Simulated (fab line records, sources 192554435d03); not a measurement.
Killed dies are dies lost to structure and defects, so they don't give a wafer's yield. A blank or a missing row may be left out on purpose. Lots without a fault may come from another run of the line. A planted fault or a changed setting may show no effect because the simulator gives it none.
Chamber matching | flow n5_finfet | N5_BEOL_M3_STRIP_36 on rie_diel-06: 4 sister chambers
The step strips in N2/H2. 14 wafers are shown with their chamber, then 7 later ones without.

WAFERS WITH THEIR CHAMBER
wafer  | chamber | drypump_motor_current_A (A) | throttle_valve_pct (%) | showerhead_plenum_p_Torr (Torr)
L076.3 | 0       | 5.8                         | 23.6                   | 2.62
L076.4 | 1       | 5.9                         | 24.2                   | 2.51
L076.6 | 2       | 5.2                         | 23.9                   | 2.57
L077.4 | 0       | 5.8                         | 23.6                   | 2.61
L077.5 | 3       | 5.8                         | 23.2                   | 2.60
L077.6 | 2       | 5.2                         | 23.9                   | 2.57
L084.1 | 2       | 5.2                         | 23.9                   | 2.56
L084.3 | 0       | 5.7                         | 23.7                   | 2.61
L084.6 | 0       | 5.8                         | 23.7                   | 2.61
L087.2 | 2       | 5.2                         | 23.9                   | 2.56
L087.3 | 3       | 5.8                         | 23.3                   | 2.59
L087.6 | 3       | 5.8                         | 23.3                   | 2.59
L091.1 | 1       | 5.9                         | 24.2                   | 2.49
L091.4 | 3       | 5.8                         | 23.3                   | 2.59

SIGNATURES (means of the wafers above)
reading                  | chamber 0 | chamber 1 | chamber 2 | chamber 3 | scatter within a chamber
drypump_motor_current_A  | 5.775     | 5.900     | 5.200     | 5.800     | 0.0274
throttle_valve_pct       | 23.650    | 24.200    | 23.900    | 23.275    | 0.0418
showerhead_plenum_p_Torr | 2.6125    | 2.5000    | 2.5650    | 2.5925    | 0.00671
Rule: a wafer's distance from a chamber is the root of the sum, over the readings, of the square of ((its reading less the chamber's mean) divided by the reading's scatter). The wafer belongs to the nearest chamber; if the next one is less than 2 further off, it can't be placed. The scatter: the root of (the sum of the squares of (reading less its chamber's mean) over the shown wafers, divided by (wafers less chambers)).

WAFERS WITHOUT THEIR CHAMBER
wafer  | drypump_motor_current_A (A) | throttle_valve_pct (%) | showerhead_plenum_p_Torr (Torr)
L091.6 | 5.2                         | 23.9                   | 2.56
L089.2 | 5.8                         | 23.3                   | 2.59
L089.3 | 5.2                         | 23.9                   | 2.56
L089.6 | 5.8                         | 23.3                   | 2.59
L097.1 | 5.2                         | 23.9                   | 2.55
L097.2 | 5.8                         | 23.3                   | 2.60
L097.4 | 5.8                         | 23.3                   | 2.60

WHICH CHAMBER EACH WENT THROUGH
wafer  | from the rows above | in truth
L091.6 | 2                   | 2
L089.2 | 3                   | 3
L089.3 | 2                   | 2
L089.6 | 3                   | 3
L097.1 | 2                   | 2
L097.2 | 3                   | 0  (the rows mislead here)
L097.4 | 3                   | 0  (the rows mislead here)
Placed correctly: 5 of 7. Can't be placed from these rows: 0. Placed wrongly: 2.
